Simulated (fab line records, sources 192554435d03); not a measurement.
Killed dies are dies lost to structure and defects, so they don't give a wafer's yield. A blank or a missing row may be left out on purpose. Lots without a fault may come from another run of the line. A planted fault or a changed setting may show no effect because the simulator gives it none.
One fault seen from 3 desks | flow n5_finfet | each desk has only its own numbers; what lay behind them comes last

THE TOOL OWNER'S DESK: litho_track-02
The tool's own readings at N5_BEOL_M1_COAT_68 (time 60 s, resist thk 12 nm): means of the sampled wafers that have a number, for each lot that ran on this tool. A lot is out of limits, marked OUT, if its mean lies more than 4 standard deviations from the usual mean; the brackets give that distance.
Columns: A = spin_speed_rpm at N5_BEOL_M1_COAT_68, usual 1500.3 rpm
lot  | first seen here | A
L800 | day 7 19:09     | 1500.6
L807 | day 9 22:56     | 1499.2
L811 | day 10 11:52    | 1822.4 (+99 or more) OUT
L810 | day 10 12:00    | 1823.8 (+99 or more) OUT
This desk's finding: out of limits on L810, L811; first on L811, day 10 11:52 (spin_speed_rpm at N5_BEOL_M1_COAT_68). In limits: L800, L807.

THE DEFECT DESK
What the inspections along the route counted, lot by lot: means of the sampled wafers that have a number. A lot is out of limits, marked OUT, if its mean lies more than 4 standard deviations from the usual mean; the brackets give that distance.
Columns: A = raw_defect_count at N5_BEOL_M1_INSPECT_30, usual 391
lot  | first seen here | A
L800 | day 7 19:31     | 475
L806 | day 9 20:59     | 469
L807 | day 9 23:18     | 439
L811 | day 10 12:22    | 438
L810 | day 10 12:33    | 402
L812 | day 10 22:08    | 495
L814 | day 11 08:20    | 346
L816 | day 11 19:41    | 316
This desk's finding: nothing out of limits on any of the 8 lots.

THE METROLOGY DESK
What the gauges read, lot by lot, whatever tool the lot ran on: means of the sampled wafers that have a number. A lot is out of limits, marked OUT, if its mean lies more than 4 standard deviations from the usual mean; the brackets give that distance. Of its 10 readings 7 are shown: those that lie furthest out on some lot.
Columns: A = DIBL_P at N5_BEOL_M4_RC_MEAS_101, usual 35.9 mV/V; B = IOFF_N at N5_BEOL_M4_RC_MEAS_101, usual 0.16 nA/um; C = ION_N at N5_BEOL_M4_RC_MEAS_101, usual 672 uA/um; D = ION_P at N5_BEOL_M4_RC_MEAS_101, usual 461 uA/um; E = SS_P at N5_BEOL_M4_RC_MEAS_101, usual 73.2 mV/dec; F = VT_N at N5_BEOL_M4_RC_MEAS_101, usual 250 mV; G = VT_P at N5_BEOL_M4_RC_MEAS_101, usual -251 mV
lot  | first seen here | A    | B    | C   | D   | E    | F   | G
L800 | day 9 17:13     | 38.0 | 0.19 | 675 | 467 | 73.4 | 251 | -249
L806 | day 11 16:23    | 36.8 | 0.16 | 678 | 464 | 72.6 | 249 | -250
L807 | day 11 19:51    | 36.2 | 0.16 | 664 | 465 | 73.0 | 250 | -247
L810 | day 12 09:31    | 36.9 | 0.15 | 666 | 446 | 73.6 | 252 | -256
L811 | day 12 16:39    | 34.6 | 0.15 | 672 | 459 | 73.0 | 250 | -253
L812 | day 12 20:54    | 36.7 | 0.17 | 671 | 460 | 73.5 | 250 | -247
L814 | day 12 23:56    | 35.7 | 0.14 | 671 | 460 | 73.6 | 251 | -254
L816 | day 13 23:44    | 32.6 | 0.11 | 657 | 457 | 72.3 | 256 | -253
This desk's finding: nothing out of limits on any of the 8 lots.

PUT TOGETHER
The tool owner's desk could have raised an alarm at day 10 11:52, on L810, L811.
The defect desk saw nothing out of limits.
The metrology desk saw nothing out of limits.
The defect desk has L810, L811 on record, within its limits.
The metrology desk has L810, L811 on record, within its limits.
Of the lots named, all ran N5_BEOL_M1_COAT_68 on litho_track-02.

WHAT THE SIMULATOR HAD PUT IN
Process parameter drift: litho_track-02, from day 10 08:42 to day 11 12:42, at N5_BEOL_M1_COAT_68. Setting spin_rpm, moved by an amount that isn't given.
Lots struck among those shown: L810, L811.
Hours from the fault's start to each desk's first reading out of limits: the tool owner's desk, 3.
